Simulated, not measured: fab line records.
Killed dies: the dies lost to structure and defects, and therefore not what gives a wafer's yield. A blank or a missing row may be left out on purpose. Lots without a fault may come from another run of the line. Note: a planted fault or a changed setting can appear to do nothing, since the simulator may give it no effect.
Matching of chambers + flow n5_finfet + 4 sister chambers for N5_FIN_CUT_ETCH_21 on rie_diel-04
The step etches SOC in N2/H2, target depth 219 nm, overetch 43.8 nm, time 523.5 s. 16 wafers are shown with their chamber, then 8 later ones without.

## WAFERS PAIRED WITH THEIR CHAMBERS
| wafer  | chamber | showerhead_plenum_p_Torr (Torr) | drypump_motor_current_A (A) | oes_product_au (a.u.) |
|--------|---------|---------------------------------|-----------------------------|-----------------------|
| L077.3 | 1       | 2.57                            | 5.2                         | 0.78                  |
| L077.4 | 0       | 2.45                            | 5.1                         | 0.71                  |
| L077.5 | 2       | 2.52                            | 6.1                         | 0.68                  |
| L079.1 | 1       | 2.57                            | 5.2                         | 0.79                  |
| L079.4 | 3       | 2.39                            | 5.9                         | 0.62                  |
| L079.6 | 0       | 2.45                            | 5.1                         | 0.72                  |
| L080.1 | 2       | 2.52                            | 6.1                         | 0.67                  |
| L080.3 | 0       | 2.45                            | 5.1                         | 0.71                  |
| L080.4 | 1       | 2.57                            | 5.2                         | 0.78                  |
| L085.2 | 2       | 2.52                            | 6.1                         | 0.67                  |
| L085.4 | 1       | 2.57                            | 5.2                         | 0.78                  |
| L085.6 | 1       | 2.57                            | 5.2                         | 0.77                  |
| L086.4 | 1       | 2.57                            | 5.2                         | 0.77                  |
| L086.5 | 2       | 2.52                            | 6.1                         | 0.67                  |
| L086.6 | 0       | 2.44                            | 5.2                         | 0.71                  |
| L091.1 | 0       | 2.44                            | 5.1                         | 0.69                  |

SIGNATURES (averages over the wafers above)
| reading                  | chamber 0 | chamber 1 | chamber 2 | chamber 3 | scatter within a chamber |
|--------------------------|-----------|-----------|-----------|-----------|--------------------------|
| showerhead_plenum_p_Torr | 2.4460    | 2.5700    | 2.5200    | 2.3900    | 0.00316                  |
| drypump_motor_current_A  | 5.120     | 5.200     | 6.100     | 5.900     | 0.0258                   |
| oes_product_au           | 0.7080    | 0.7783    | 0.6725    | 0.6200    | 0.00836                  |
Rule: a wafer's distance from a chamber is the root of the sum, over the readings, of the square of ((its reading less the chamber's mean) divided by the reading's scatter). If the next closest chamber is less than 2 further off than the closest, the wafer can't be placed; otherwise it belongs to the closest. The scatter: the root of (the sum of the squares of (reading less its chamber's mean) over the shown wafers, divided by (wafers less chambers)).

## WAFERS WITHOUT THEIR CHAMBER
| wafer  | showerhead_plenum_p_Torr (Torr) | drypump_motor_current_A (A) | oes_product_au (a.u.) |
|--------|---------------------------------|-----------------------------|-----------------------|
| L091.5 | 2.51                            | 6.1                         | 0.66                  |
| L091.6 | 2.56                            | 5.2                         | 0.76                  |
| L094.1 | 2.56                            | 5.3                         | 0.75                  |
| L094.2 | 2.70                            | 5.9                         | 0.87                  |
| L094.5 | 2.70                            | 5.9                         | 0.88                  |
| L095.3 | 2.51                            | 6.1                         | 0.65                  |
| L095.5 | 2.51                            | 6.1                         | 0.65                  |
| L095.6 | 2.56                            | 5.2                         | 0.75                  |

## EACH ONE'S CHAMBER
| wafer  | from the rows above | in truth                   |
|--------|---------------------|----------------------------|
| L091.5 | 2                   | 2                          |
| L091.6 | 1                   | 1                          |
| L094.1 | 1                   | 1                          |
| L094.2 | 1                   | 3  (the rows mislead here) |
| L094.5 | 1                   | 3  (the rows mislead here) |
| L095.3 | 2                   | 2                          |
| L095.5 | 2                   | 2                          |
| L095.6 | 1                   | 1                          |
Correct placement for 6 of the 8. Not placeable from these rows: 0. Number placed wrongly: 2.
